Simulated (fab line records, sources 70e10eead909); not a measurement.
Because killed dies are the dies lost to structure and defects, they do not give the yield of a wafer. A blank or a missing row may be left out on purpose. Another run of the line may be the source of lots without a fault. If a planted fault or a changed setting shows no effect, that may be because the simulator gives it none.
fab line records	flow nand-harc
[record] lots = 24	wafers = 72	last-day = 33
route steps=1302 shown A_STAIRCASE@870 A_SGD_CUT@905 A_SLIT@933
lots untouched by any fault: they come from a run of this same line in which no faults occurred
start-h: hours from the record's first day to the start of the lot's first wafer shown	wait-h: hours since the lot's step before	" repeats the value in the row above	L1.1+2: a single row standing in for several wafers	- value missing, or start not given	* or withheld: withheld	< > ~ a bound
route shown NAME@n: names a module that has steps shown in the file, with the first one's number in the route	usual: mean/standard deviation taken from wafers without a fault	same: alike in all rows	chamber/n: place in a boat	sites: each site's reading	_std_site: standard deviation of those values	_edge_site: mean of outer sites minus mean of inner sites	radius-mm: for every site, how far away it sits from the centre of the wafer	mask NAME#n: copy n	behind: the most recent tool/chamber to have shaped the wafer	hold: reason for holding the lot/hours on hold/outcome of the hold	device: whichever transistor did not switch (one of n, p or np)	end of line: at the end of the route, the tests of the same wafers	step lacking rows: just its recipe	killed: dies that structure and defects cost at the first sort, which is not the same as the wafer's yield	map: a wafer's dies, marking killed ones x, the rest . and places with no die _
set.NAME: the run value of the setting; set.NAME@STEP: its run value at that earlier step	model.NAME: the simulator's own value behind a step, which no gauge read
one table for each step of the route and one row for each wafer, over a sample of lots
services: when a tool's chamber went out of use (start-h, in hours from the record's first day, below 0 if earlier), for how many hours, and the reason
[[steps]]
[step NHARC_A_STAIRCASE_ETCH_444]
[recipe] target-depth-a = 2.04e+05	time-s = 6800	c4f8-flow-sccm = 20	o2-flow-sccm = 10	ar-flow-sccm = withheld	rf-w = 600	bias-w = 1000	chemistry = C4F8/O2
[usual] oes-product-au = 0.934/0.019	rf-vpp-V = 808/5.7
lot.wafer	tool	chamber	start-h	wait-h	oes-product-au	rf-hours-counter-h	rf-vpp-V
L074.1	rie-diel-08	3	429.96	0.1	0.936	17	798
L074.2	"	0	"	"	0.926	21	813
L074.5	"	0	432.29	2.4	0.918	-	810
L075.1	rie-diel-03	1	446.00	0.1	0.916	51	800
L075.3	"	3	"	"	0.907	53	806
L075.6	"	2	448.35	2.4	0.925	-	798
L076.4	rie-diel-10	0	446.32	0.6	0.986	4	804
L076.2	"	2	"	"	0.954	6	806
L076.5	"	3	"	"	0.967	-	815
L077.3	rie-diel-10	1	451.61	1.0	0.987	6	800
L077.1	"	2	"	"	0.983	8	807
L077.5	"	3	"	"	0.957	-	816
L078.2	rie-diel-08	1	467.24	0.1	0.916	31	810
L078.1	"	0	468.66	1.5	0.928	33	812
L078.5	"	1	"	"	0.916	-	811
L080.3	rie-diel-03	2	480.74	0.1	0.962	4	818
L080.1	"	0	481.98	1.3	0.951	6	812
L080.5	"	3	483.23	2.5	0.964	-	807
L079.1	rie-diel-10	3	481.38	0.6	0.908	24	815
L079.2	"	1	"	"	0.922	18	800
L079.5	"	3	"	"	0.909	-	815
L081.3	rie-diel-08	2	499.48	0.1	0.946	37	810
L081.4	"	1	500.92	1.5	0.916	42	811
L081.6	"	3	"	"	0.931	-	799
L082.4	rie-diel-03	0	523.43	0.6	0.921	20	813
L082.2	"	1	"	"	0.917	11	799
L082.6	"	0	525.30	2.4	0.920	-	813
L085.1	rie-diel-10	2	538.80	0.1	0.913	38	807
L085.2	"	1	540.22	1.5	0.915	35	798
L085.6	"	3	"	"	0.913	-	817
L083.3	rie-diel-03	3	539.10	0.6	0.917	28	806
L083.2	"	0	"	"	0.920	28	812
L083.1	"	1	"	"	0.908	16	798
L086.1	rie-diel-08	0	539.90	0.6	0.927	54	811
L086.2	"	1	"	"	0.923	53	809
L086.5	"	0	541.82	2.4	0.934	-	811
L084.2	rie-diel-10	1	545.17	0.6	0.919	38	800
L084.3	"	3	"	"	0.923	48	814
L084.6	"	1	"	"	0.915	-	800
L087.4	rie-diel-10	3	555.99	0.6	0.909	52	814
L087.1	"	1	"	"	0.916	44	800
L087.6	"	2	"	"	0.920	-	805
L088.2	rie-diel-10	0	574.98	0.1	0.929	54	803
L088.3	"	2	"	"	0.922	55	805
L088.5	"	1	577.37	2.4	0.923	-	799
L091.1	rie-diel-10	1	589.25	1.0	0.917	54	799
L091.6	"	3	"	"	0.925	-	815
L091.5	"	0	"	"	0.936	-	803
L090.2	rie-diel-08	1	599.14	0.1	0.973	10	808
L090.3	"	2	"	"	0.990	10	809
L090.5	"	2	601.48	2.4	0.997	-	811
L089.3	rie-diel-03	3	599.81	0.8	0.923	48	806
L089.2	"	1	"	"	0.924	36	799
L089.5	"	3	"	"	0.924	-	805
L092.1	rie-diel-08	1	602.30	0.3	0.935	14	810
L092.5	"	1	604.18	2.2	0.924	-	810
L092.6	"	2	"	"	0.952	-	810
L093.2	rie-diel-03	2	620.38	0.1	0.922	49	815
L093.3	"	0	"	"	0.937	56	811
L093.1	"	1	"	"	0.921	45	798
L094.2	rie-diel-08	0	628.12	0.6	0.929	17	810
L094.4	"	2	"	"	0.925	21	809
L094.5	"	0	"	"	0.928	-	811
L096.3	rie-diel-08	2	644.07	0.1	0.929	28	809
L096.1	"	3	"	"	0.942	32	815
L096.6	"	3	646.44	2.5	0.933	-	815
L095.3	rie-diel-10	2	644.24	0.1	0.943	15	806
L095.6	"	0	646.81	2.6	0.952	-	803
L095.4	"	1	"	"	0.947	-	799
L097.1	rie-diel-08	2	658.56	0.1	0.917	35	809
L097.2	"	3	"	"	0.936	38	816
L097.6	"	2	660.48	2.0	0.918	-	810
[step NHARC_A_SGD_CUT_ETCH_58]
[recipe] target-depth-a = 390	over-etch-frac = 0.3	time-s = 65	ion-energy-ev = 80	cf4-flow-sccm = 150	ar-flow-sccm = 0	rf-w = 300	bias-w = 100	chemistry = CF4
[usual] cf4-flow-sccm = 149.9/0.48	drypump-motor-current-A = 5.9/0.41	oes-product-au = 1.000/0.01	rf-vpp-V = 151.5/1	showerhead-plenum-p-Torr = 1.79/0.057	throttle-valve-pct = 13.283/0.0097
lot.wafer	tool	chamber	start-h	wait-h	cf4-flow-sccm	drypump-motor-current-A	oes-product-au	rf-hours-counter-h	rf-vpp-V	showerhead-plenum-p-Torr	throttle-valve-pct
L074.2	rie-diel-13	3	438.66	0.1	150.5	5.6	1.006	4.2	151.4	1.79	13.282
L074.1	"	0	"	"	150.6	6.2	0.986	4.4	152.1	1.79	13.274
L074.5	"	2	"	"	150.0	6.2	1.014	-	151.7	1.87	13.287
L076.4	rie-diel-09	0	453.98	0.1	150.2	6.3	0.989	6.2	150.6	1.76	13.300
L076.2	"	2	"	"	149.8	6.3	0.997	9.1	152.3	1.85	13.261
L076.5	"	3	"	"	149.5	5.4	0.993	-	152.7	1.84	13.282
L075.1	rie-diel-05	1	454.01	0.1	150.1	5.5	0.997	2.4	152.9	1.83	13.297
L075.3	"	3	"	"	149.2	5.0	1.000	2.9	151.4	1.80	13.294
L075.6	"	1	"	"	150.2	5.5	0.993	-	151.4	1.83	13.286
L077.1	rie-diel-13	2	458.77	0.1	149.8	6.2	1.002	5.1	152.8	1.87	13.295
L077.3	"	3	"	"	150.6	5.6	1.007	5.4	151.5	1.79	13.280
L077.5	"	3	"	"	150.7	5.6	1.015	-	152.5	1.79	13.310
L078.2	rie-diel-13	1	475.27	0.1	149.3	6.0	0.999	5.8	150.3	1.71	13.293
L078.1	"	3	"	"	150.8	5.6	1.014	6.1	149.9	1.79	13.306
L078.5	"	1	"	"	149.8	6.0	1.006	-	150.2	1.71	13.313
L079.1	rie-diel-09	2	488.84	0.1	150.1	6.3	1.002	10.8	153.5	1.85	13.270
L079.2	"	3	"	"	149.8	5.5	0.995	10.6	151.5	1.84	13.279
L079.5	"	2	"	"	149.8	6.3	1.007	-	152.2	1.85	13.284
L080.1	rie-diel-13	0	489.68	0.1	150.1	6.2	0.989	6.5	151.8	1.79	13.286
L080.3	"	2	"	"	149.4	6.2	0.997	6.2	151.6	1.87	13.277
L080.5	"	0	"	"	149.7	6.2	0.985	-	151.0	1.79	13.273
L081.4	rie-diel-13	2	507.55	0.1	150.5	6.2	1.006	6.9	154.6	1.87	13.285
L081.3	"	0	"	"	150.2	6.2	0.998	6.9	152.7	1.79	13.273
L081.6	"	2	"	"	149.8	6.2	1.005	-	153.4	1.87	13.297
L082.2	rie-diel-09	0	531.11	0.1	150.4	6.3	0.983	1.6	152.2	1.76	13.285
L082.4	"	2	"	"	149.7	6.3	0.983	1.3	151.9	1.85	13.279
L082.6	"	0	"	"	150.6	6.3	0.979	-	151.3	1.76	13.281
L083.1	rie-diel-05	1	546.62	0.1	149.8	5.4	0.995	10.6	152.0	1.83	13.285
L083.3	"	2	"	"	149.8	6.3	1.001	10.6	152.9	1.88	13.272
L083.2	"	3	"	"	149.9	5.0	1.001	11.1	151.1	1.80	13.274
L085.2	rie-diel-13	2	546.84	0.1	149.5	6.2	1.009	0.5	151.9	1.87	13.264
L085.1	"	0	"	"	150.0	6.2	0.991	0.4	153.0	1.79	13.280
L085.6	"	2	"	"	149.0	6.2	0.998	-	152.8	1.87	13.297
L086.1	rie-diel-09	3	547.48	0.1	150.1	5.4	1.027	2.8	152.5	1.84	13.278
L086.2	"	2	"	"	149.3	6.3	0.987	2.5	153.7	1.85	13.272
L086.5	"	3	"	"	150.0	5.5	1.011	-	151.1	1.84	13.280
L084.2	rie-diel-13	3	552.80	0.1	150.5	5.6	0.998	1.4	152.3	1.79	13.277
L084.3	"	0	"	"	149.6	6.2	0.993	1.2	152.7	1.79	13.295
L084.6	"	1	"	"	150.2	6.0	0.993	-	150.0	1.71	13.293
L087.4	rie-diel-13	1	563.56	0.1	149.1	6.0	1.008	2.0	151.2	1.71	13.285
L087.1	"	3	"	"	149.4	5.6	1.005	1.9	150.8	1.79	13.283
L087.6	"	1	"	"	150.0	6.0	1.003	-	150.1	1.71	13.278
L088.2	rie-diel-13	2	583.07	0.1	148.5	6.2	0.995	4.4	151.3	1.87	13.260
L088.3	"	3	"	"	149.2	5.6	0.995	3.8	150.8	1.79	13.292
L088.5	"	3	"	"	149.7	5.6	0.988	-	151.9	1.79	13.290
L091.1	rie-diel-13	0	596.39	0.1	150.3	6.2	1.002	4.1	151.6	1.79	13.278
L091.5	"	3	"	"	150.1	5.6	1.003	-	150.9	1.79	13.273
L091.6	"	2	"	"	149.9	6.2	0.998	-	152.3	1.87	13.282
L090.3	rie-diel-13	2	607.51	0.1	150.1	6.2	1.001	6.0	153.0	1.87	13.270
L090.2	"	3	"	"	149.9	5.6	1.002	5.4	151.7	1.79	13.286
L090.5	"	1	"	"	149.8	6.0	1.004	-	150.4	1.71	13.279
L089.2	rie-diel-05	1	607.72	0.1	149.7	5.5	1.008	1.3	152.7	1.83	13.290
L089.3	"	2	"	"	149.8	6.4	0.995	1.6	153.1	1.88	13.283
L089.5	"	0	"	"	149.7	5.0	0.981	-	150.6	1.71	13.291
L092.1	rie-diel-13	2	611.37	0.1	149.4	6.2	1.009	6.3	152.9	1.87	13.287
L092.5	"	0	"	"	149.8	6.2	1.001	-	150.6	1.79	13.279
L092.6	"	1	"	"	149.6	6.0	0.999	-	149.7	1.71	13.286
L093.3	rie-diel-13	0	628.30	0.1	149.7	6.2	0.987	6.5	150.1	1.79	13.289
L093.2	"	1	"	"	150.5	6.0	1.005	4.2	150.1	1.70	13.276
L093.1	"	2	"	"	149.7	6.2	1.003	7.3	151.9	1.87	13.264
L094.2	rie-diel-13	0	635.64	0.1	150.7	6.2	0.996	6.9	152.5	1.79	13.280
L094.4	"	1	"	"	149.6	6.0	1.004	4.6	150.5	1.70	13.295
L094.5	"	3	"	"	149.5	5.6	1.008	-	151.1	1.79	13.280
L096.3	rie-diel-13	1	652.12	0.1	150.6	6.0	1.011	5.6	150.4	1.70	13.280
L096.1	"	3	"	"	150.0	5.6	1.007	8.1	151.3	1.79	13.276
L096.6	"	0	"	"	149.6	6.2	1.002	-	151.5	1.79	13.277
L095.3	rie-diel-13	3	653.22	0.1	149.6	5.6	0.996	8.5	151.6	1.79	13.293
L095.4	"	0	"	"	150.6	6.2	0.987	8.3	152.4	1.79	13.285
L095.6	"	0	"	"	151.0	6.2	0.989	-	151.2	1.79	13.274
L097.2	rie-diel-05	3	666.64	0.1	149.6	5.0	1.018	8.0	153.1	1.80	13.278
L097.1	"	1	"	"	149.3	5.5	1.009	6.6	152.1	1.83	13.283
L097.6	"	0	"	"	150.0	5.0	0.987	-	150.4	1.71	13.281
[step NHARC_A_SGD_CUT_THK_MEAS_22]
[recipe] thk-meas-gauge = ellipsometry
[usual] thk-nm = 148.3/1.3
lot.wafer	tool	chamber	start-h	wait-h	thk-nm
L074.1	film-metro-02	-	444.32	0.2	146.0
L074.2	"	-	"	"	149.7
L074.5	"	-	"	"	147.1
L076.2	film-metro-01	-	459.90	0.2	146.3
L076.4	"	-	"	"	147.8
L076.5	"	-	"	"	148.9
L075.1	film-metro-01	-	460.06	0.2	148.8
L075.3	"	-	"	"	148.9
L075.6	"	-	"	"	150.0
L077.1	film-metro-02	-	468.50	0.2	147.7
L077.3	"	-	"	"	148.1
L077.5	"	-	"	"	150.2
L078.1	film-metro-02	-	481.57	0.2	148.7
L078.2	"	-	"	"	149.1
L078.5	"	-	"	"	150.5
L079.1	film-metro-01	-	495.16	0.2	147.7
L079.2	"	-	"	"	150.7
L079.5	"	-	"	"	149.7
L080.1	film-metro-02	-	495.17	0.2	146.6
L080.3	"	-	"	"	149.6
L080.5	"	-	"	"	149.9
L081.3	film-metro-01	-	514.00	0.2	148.7
L081.4	"	-	"	"	148.5
L081.6	"	-	"	"	149.2
L082.2	film-metro-02	-	539.91	0.2	148.1
L082.4	"	-	"	"	149.0
L082.6	"	-	"	"	150.0
L083.1	film-metro-02	-	552.68	0.2	146.8
L083.2	"	-	"	"	145.8
L083.3	"	-	"	"	145.9
L085.1	film-metro-01	-	552.68	0.2	147.2
L085.2	"	-	"	"	149.5
L085.6	"	-	"	"	148.1
L086.1	film-metro-01	-	552.82	0.2	148.5
L086.2	"	-	"	"	149.3
L086.5	"	-	"	"	146.2
L084.2	film-metro-01	-	561.53	0.2	147.5
L084.3	"	-	"	"	147.3
L084.6	"	-	"	"	147.8
L087.1	film-metro-01	-	569.86	0.2	150.4
L087.4	"	-	"	"	149.1
L087.6	"	-	"	"	146.9
L088.2	film-metro-02	-	589.50	0.2	149.7
L088.3	"	-	"	"	148.5
L088.5	"	-	"	"	148.5
L091.1	film-metro-01	-	603.01	0.2	148.3
L091.5	"	-	"	"	148.8
L091.6	"	-	"	"	148.0
L089.2	film-metro-01	-	613.44	0.2	148.4
L089.3	"	-	"	"	148.7
L089.5	"	-	"	"	148.4
L090.2	film-metro-02	-	613.44	0.2	147.1
L090.3	"	-	"	"	145.1
L090.5	"	-	"	"	147.9
L092.1	film-metro-01	-	617.49	0.2	148.7
L092.5	"	-	"	"	147.0
L092.6	"	-	"	"	147.8
L093.1	film-metro-02	-	634.75	0.2	148.2
L093.2	"	-	"	"	146.5
L093.3	"	-	"	"	148.3
L094.2	film-metro-02	-	641.57	0.2	150.0
L094.4	"	-	"	"	147.3
L094.5	"	-	"	"	149.4
L096.1	film-metro-01	-	660.41	0.2	147.4
L096.3	"	-	"	"	150.1
L096.6	"	-	"	"	148.3
L095.3	film-metro-02	-	660.41	0.2	148.1
L095.4	"	-	"	"	149.5
L095.6	"	-	"	"	148.3
L097.1	film-metro-02	-	675.42	0.2	146.7
L097.2	"	-	"	"	146.9
L097.6	"	-	"	"	147.9
[step NHARC_A_SLIT_CD_MEAS_09]
[recipe] target-cd-nm = 300	landing-energy-ev = 500
[usual] cd-nm = 300.1/0.57
lot.wafer	tool	chamber	start-h	wait-h	cd-nm
L074.1	cd-sem-02	0	449.88	-	299.7
L074.2	"	0	"	"	300.2
L074.5	"	0	"	"	300.0
L076.2	cd-sem-02	0	466.24	-	301.0
L076.4	"	0	"	"	299.9
L076.5	"	0	"	"	300.3
L075.1	cd-sem-03	0	467.11	-	300.9
L075.3	"	0	"	"	301.4
L075.6	"	0	"	"	300.7
L077.1	cd-sem-03	0	473.70	-	299.6
L077.3	"	0	"	"	300.4
L077.5	"	0	"	"	300.1
L078.1	cd-sem-01	0	486.88	-	299.7
L078.2	"	0	"	"	299.9
L078.5	"	0	"	"	299.1
L079.1	cd-sem-03	0	504.89	-	300.0
L079.2	"	0	"	"	299.8
L079.5	"	0	"	"	299.9
L080.1	cd-sem-01	0	505.37	-	299.9
L080.3	"	0	"	"	300.5
L080.5	"	0	"	"	300.4
L081.3	cd-sem-02	0	519.41	-	300.7
L081.4	"	0	"	"	300.7
L081.6	"	0	"	"	301.1
L082.2	cd-sem-01	0	545.25	-	299.6
L082.4	"	0	"	"	299.6
L082.6	"	0	"	"	299.2
L083.1	cd-sem-01	0	558.79	-	299.3
L083.2	"	0	"	"	299.5
L083.3	"	0	"	"	299.6
L085.1	cd-sem-03	0	558.97	-	300.3
L085.2	"	0	"	"	299.7
L085.6	"	0	"	"	300.0
L086.1	cd-sem-02	0	562.20	-	299.4
L086.2	"	0	"	"	299.3
L086.5	"	0	"	"	299.4
L084.2	cd-sem-02	0	568.47	-	300.7
L084.3	"	0	"	"	299.9
L084.6	"	0	"	"	300.1
L087.1	cd-sem-02	0	575.47	-	300.3
L087.4	"	0	"	"	299.2
L087.6	"	0	"	"	299.8
L088.2	cd-sem-01	0	596.62	-	299.5
L088.3	"	0	"	"	299.6
L088.5	"	0	"	"	299.8
L091.1	cd-sem-03	0	609.47	-	300.4
L091.5	"	0	"	"	300.2
L091.6	"	0	"	"	299.4
L089.2	cd-sem-02	0	624.64	-	300.2
L089.3	"	0	"	"	300.3
L089.5	"	0	"	"	300.3
L090.2	cd-sem-03	0	624.79	-	301.0
L090.3	"	0	"	"	301.4
L090.5	"	0	"	"	301.4
L092.1	cd-sem-03	0	627.98	-	300.1
L092.5	"	0	"	"	300.1
L092.6	"	0	"	"	300.4
L093.1	cd-sem-03	0	640.80	-	301.2
L093.2	"	0	"	"	301.0
L093.3	"	0	"	"	301.0
L094.2	cd-sem-01	0	647.00	-	299.8
L094.4	"	0	"	"	299.1
L094.5	"	0	"	"	299.7
L096.1	cd-sem-02	0	668.65	-	299.8
L096.3	"	0	"	"	300.0
L096.6	"	0	"	"	299.6
L095.3	cd-sem-03	0	668.81	-	300.8
L095.4	"	0	"	"	300.5
L095.6	"	0	"	"	300.7
L097.1	cd-sem-01	0	683.05	-	299.4
L097.2	"	0	"	"	299.3
L097.6	"	0	"	"	299.1
[step NHARC_A_SLIT_INSPECT_11]
[usual] raw-defect-count = 60/28
lot.wafer	tool	chamber	start-h	wait-h	raw-defect-count
L074.1	defect-inspect-02	-	450.00	0.0	119
L074.2	"	-	"	"	121
L074.5	"	-	"	"	89
L076.2	defect-inspect-01	-	466.36	0.0	58
L076.4	"	-	"	"	68
L076.5	"	-	"	"	74
L075.1	defect-inspect-02	-	467.24	0.0	109
L075.3	"	-	"	"	139
L075.6	"	-	"	"	137
L077.1	defect-inspect-02	-	473.83	0.0	68
L077.3	"	-	"	"	78
L077.5	"	-	"	"	63
L078.1	defect-inspect-02	-	487.01	0.0	56
L078.2	"	-	"	"	59
L078.5	"	-	"	"	79
L079.1	defect-inspect-01	-	505.01	0.0	86
L079.2	"	-	"	"	85
L079.5	"	-	"	"	72
L080.1	defect-inspect-02	-	505.49	0.0	69
L080.3	"	-	"	"	68
L080.5	"	-	"	"	77
L081.3	defect-inspect-02	-	519.53	0.0	92
L081.4	"	-	"	"	45
L081.6	"	-	"	"	59
L082.2	defect-inspect-01	-	545.38	0.0	33
L082.4	"	-	"	"	34
L082.6	"	-	"	"	34
L083.1	defect-inspect-01	-	558.92	0.0	82
L083.2	"	-	"	"	87
L083.3	"	-	"	"	86
L085.1	defect-inspect-01	-	559.09	0.0	70
L085.2	"	-	"	"	67
L085.6	"	-	"	"	68
L086.1	defect-inspect-01	-	562.33	0.0	18
L086.2	"	-	"	"	41
L086.5	"	-	"	"	35
L084.2	defect-inspect-02	-	568.59	0.0	62
L084.3	"	-	"	"	59
L084.6	"	-	"	"	62
L087.1	defect-inspect-02	-	575.60	0.0	13
L087.4	"	-	"	"	16
L087.6	"	-	"	"	18
L088.2	defect-inspect-02	-	596.75	0.0	48
L088.3	"	-	"	"	46
L088.5	"	-	"	"	51
L091.1	defect-inspect-01	-	609.60	0.0	56
L091.5	"	-	"	"	60
L091.6	"	-	"	"	44
L089.2	defect-inspect-02	-	624.76	0.0	55
L089.3	"	-	"	"	60
L089.5	"	-	"	"	51
L090.2	defect-inspect-02	-	624.91	0.0	67
L090.3	"	-	"	"	70
L090.5	"	-	"	"	57
L092.1	defect-inspect-01	-	628.10	0.0	73
L092.5	"	-	"	"	54
L092.6	"	-	"	"	50
L093.1	defect-inspect-01	-	640.93	0.0	40
L093.2	"	-	"	"	27
L093.3	"	-	"	"	18
L094.2	defect-inspect-01	-	647.13	0.0	76
L094.4	"	-	"	"	76
L094.5	"	-	"	"	79
L096.1	defect-inspect-01	-	668.77	0.0	90
L096.3	"	-	"	"	85
L096.6	"	-	"	"	87
L095.3	defect-inspect-01	-	668.93	0.0	13
L095.4	"	-	"	"	12
L095.6	"	-	"	"	16
L097.1	defect-inspect-01	-	683.18	0.0	12
L097.2	"	-	"	"	19
L097.6	"	-	"	"	14
[step NHARC_A_SLIT_DESCUM_14]
[recipe] time-s = 3	o2-flow-sccm = 200	ar-flow-sccm = 0	bias-power-w = 0	chemistry = O2
[usual] drypump-motor-current-A = 5.6/0.36	oes-product-au = 1.000/0.011	rf-vpp-V = 57.8/0.88	showerhead-plenum-p-Torr = 1.90/0.084	throttle-valve-pct = 11.310/0.009
lot.wafer	tool	chamber	start-h	wait-h	drypump-motor-current-A	oes-product-au	rf-hours-counter-h	rf-vpp-V	showerhead-plenum-p-Torr	throttle-valve-pct
L074.1	rie-diel-07	3	450.44	0.4	5.8	0.983	8.5	57.8	1.78	11.325
L074.2	"	2	"	"	5.7	0.972	8.9	58.2	1.96	11.294
L074.5	"	0	"	"	5.7	0.996	-	56.3	1.79	11.313
L076.2	rie-diel-12	1	466.43	0.1	6.2	0.994	0.2	57.1	1.79	11.305
L076.4	"	3	"	"	5.5	0.980	0.3	57.1	1.88	11.302
L076.5	"	0	"	"	4.7	1.009	-	57.3	1.95	11.304
L075.1	rie-diel-04	0	467.30	0.1	6.1	0.994	5.0	58.5	2.03	11.303
L075.3	"	1	"	"	5.5	1.003	5.8	57.9	1.98	11.310
L075.6	"	1	"	"	5.5	0.995	-	58.5	1.98	11.288
L077.1	rie-diel-12	1	473.89	0.1	6.2	0.994	2.0	56.7	1.79	11.315
L077.3	"	0	"	"	4.8	1.005	1.1	58.2	1.95	11.316
L077.5	"	1	"	"	6.1	0.993	-	55.7	1.79	11.315
L078.2	rie-diel-07	0	487.09	0.1	5.7	0.997	0.1	57.0	1.79	11.312
L078.1	"	1	"	"	5.3	0.979	0.2	57.3	1.94	11.312
L078.5	"	3	"	"	5.8	0.993	-	57.5	1.78	11.310
L079.2	rie-diel-04	1	505.08	0.1	5.6	0.996	6.5	59.3	1.98	11.314
L079.1	"	3	"	"	5.8	0.995	4.6	56.9	1.90	11.300
L079.5	"	0	"	"	6.2	0.994	-	57.6	2.03	11.302
L080.3	rie-diel-12	0	505.55	0.1	4.8	1.017	2.5	57.7	1.95	11.327
L080.1	"	1	"	"	6.1	0.990	4.0	57.6	1.79	11.302
L080.5	"	1	"	"	6.2	1.000	-	58.0	1.79	11.298
L081.4	rie-diel-12	1	519.60	0.1	6.1	0.976	5.1	57.3	1.79	11.302
L081.3	"	2	"	"	5.6	1.007	5.5	56.7	1.80	11.316
L081.6	"	3	"	"	5.5	0.990	-	57.7	1.88	11.313
L082.2	rie-diel-07	1	545.44	0.1	5.3	0.984	3.1	57.7	1.94	11.299
L082.4	"	2	"	"	5.7	0.993	3.8	56.5	1.96	11.313
L082.6	"	1	"	"	5.3	0.989	-	59.1	1.94	11.312
L083.3	rie-diel-04	3	558.98	0.1	5.8	1.030	1.1	59.2	1.90	11.307
L083.1	"	1	"	"	5.5	1.014	0.9	58.8	1.98	11.304
L083.2	"	2	"	"	5.3	1.013	1.0	60.5	1.96	11.316
L085.1	rie-diel-12	1	559.16	0.1	6.2	1.002	7.2	57.3	1.79	11.317
L085.2	"	2	"	"	5.6	1.020	7.3	58.2	1.80	11.300
L085.6	"	1	"	"	6.1	1.001	-	58.4	1.79	11.313
L086.1	rie-diel-04	0	562.39	0.1	6.1	1.003	2.0	59.7	2.03	11.299
L086.2	"	1	"	"	5.6	0.988	1.4	57.5	1.98	11.310
L086.5	"	0	"	"	6.2	1.011	-	57.7	2.03	11.308
L084.3	rie-diel-04	1	568.65	0.1	5.6	0.991	2.5	58.4	1.98	11.322
L084.2	"	3	"	"	5.8	1.020	2.7	56.6	1.90	11.304
L084.6	"	2	"	"	5.3	1.017	-	58.0	1.96	11.315
L087.1	rie-diel-04	3	575.68	0.1	5.8	1.026	3.8	56.8	1.90	11.311
L087.6	"	1	"	"	5.5	0.993	-	58.4	1.98	11.296
L087.4	"	2	"	"	5.3	1.022	-	57.5	1.96	11.314
L088.2	rie-diel-12	3	596.81	0.1	5.5	0.996	7.8	57.4	1.88	11.318
L088.3	"	1	"	"	6.2	1.002	8.6	58.1	1.79	11.309
L088.5	"	3	"	"	5.5	1.002	-	57.6	1.88	11.314
L091.1	rie-diel-07	2	609.66	0.1	5.6	0.978	7.2	57.3	1.96	11.296
L091.5	"	2	"	"	5.7	0.995	-	58.7	1.96	11.307
L091.6	"	3	"	"	5.9	1.001	-	58.3	1.78	11.329
L089.3	rie-diel-07	1	624.83	0.1	5.4	0.992	7.4	57.5	1.94	11.326
L089.2	"	3	"	"	5.9	0.996	7.4	56.9	1.78	11.303
L089.5	"	1	"	"	5.4	0.990	-	56.7	1.94	11.307
L090.2	rie-diel-04	2	624.97	0.1	5.4	1.000	5.4	59.0	1.96	11.305
L090.3	"	0	"	"	6.1	0.989	4.0	59.0	2.03	11.317
L090.5	"	2	"	"	5.3	1.011	-	59.5	1.96	11.319
L092.1	rie-diel-07	2	628.18	0.1	5.7	0.980	8.5	57.5	1.96	11.311
L092.6	"	0	"	"	5.7	0.998	-	56.6	1.79	11.319
L092.5	"	1	"	"	5.3	0.988	-	57.5	1.94	11.330
L093.1	rie-diel-04	2	640.99	0.1	5.3	1.011	6.6	58.5	1.96	11.302
L093.3	"	0	"	"	6.1	0.990	5.3	57.3	2.03	11.310
L093.2	"	1	"	"	5.5	1.007	6.7	58.7	1.98	11.323
L094.2	rie-diel-07	2	647.19	0.1	5.7	0.985	9.7	57.9	1.96	11.300
L094.4	"	0	"	"	5.7	1.013	8.5	57.0	1.79	11.315
L094.5	"	2	"	"	5.7	0.975	-	58.0	1.96	11.311
L096.3	rie-diel-04	2	668.85	0.1	5.4	1.024	8.4	59.2	1.96	11.309
L096.1	"	3	"	"	5.8	1.016	8.4	57.2	1.89	11.305
L096.6	"	2	"	"	5.4	1.011	-	57.9	1.96	11.322
L095.3	rie-diel-12	3	668.99	0.1	5.5	0.987	1.6	57.0	1.88	11.291
L095.6	"	1	"	"	6.2	1.002	-	58.3	1.79	11.323
L095.4	"	2	"	"	5.6	1.006	-	58.9	1.80	11.312
L097.1	rie-diel-12	1	683.24	0.1	6.1	1.003	3.3	57.5	1.79	11.306
L097.2	"	0	"	"	4.7	1.017	2.3	57.1	1.94	11.305
L097.6	"	2	"	"	5.6	1.011	-	57.2	1.80	11.309
[[services]]
tool	chamber	start-h	hours	kind
rie-diel-04	3	412.92	22.4	repair
rie-diel-10	-	427.72	0.3	repair
rie-diel-13	0	439.18	2.9	repair
rie-diel-03	-	442.14	0.5	repair
rie-diel-12	-	445.44	9.0	pm
rie-diel-04	3	456.52	7.1	repair
rie-diel-04	-	467.46	0.2	repair
rie-diel-07	-	471.20	9.0	pm
rie-diel-13	-	519.00	9.0	pm
rie-diel-04	-	531.95	9.0	pm
rie-diel-08	-	549.09	9.0	pm
rie-diel-13	1	568.36	35.9	repair
rie-diel-04	0	573.94	16.9	repair
rie-diel-10	-	596.94	9.0	pm
rie-diel-12	-	605.10	0.8	repair
rie-diel-08	2	606.03	5.7	repair
rie-diel-12	1	616.97	1.4	repair
rie-diel-04	3	621.34	4.6	repair
rie-diel-12	-	622.44	9.0	pm
rie-diel-04	2	630.77	7.8	repair
rie-diel-04	-	632.94	0.5	repair
rie-diel-07	-	648.20	9.0	pm
rie-diel-07	2	663.20	9.6	repair
rie-diel-12	0	667.51	3.2	repair
[[key]]
fault none
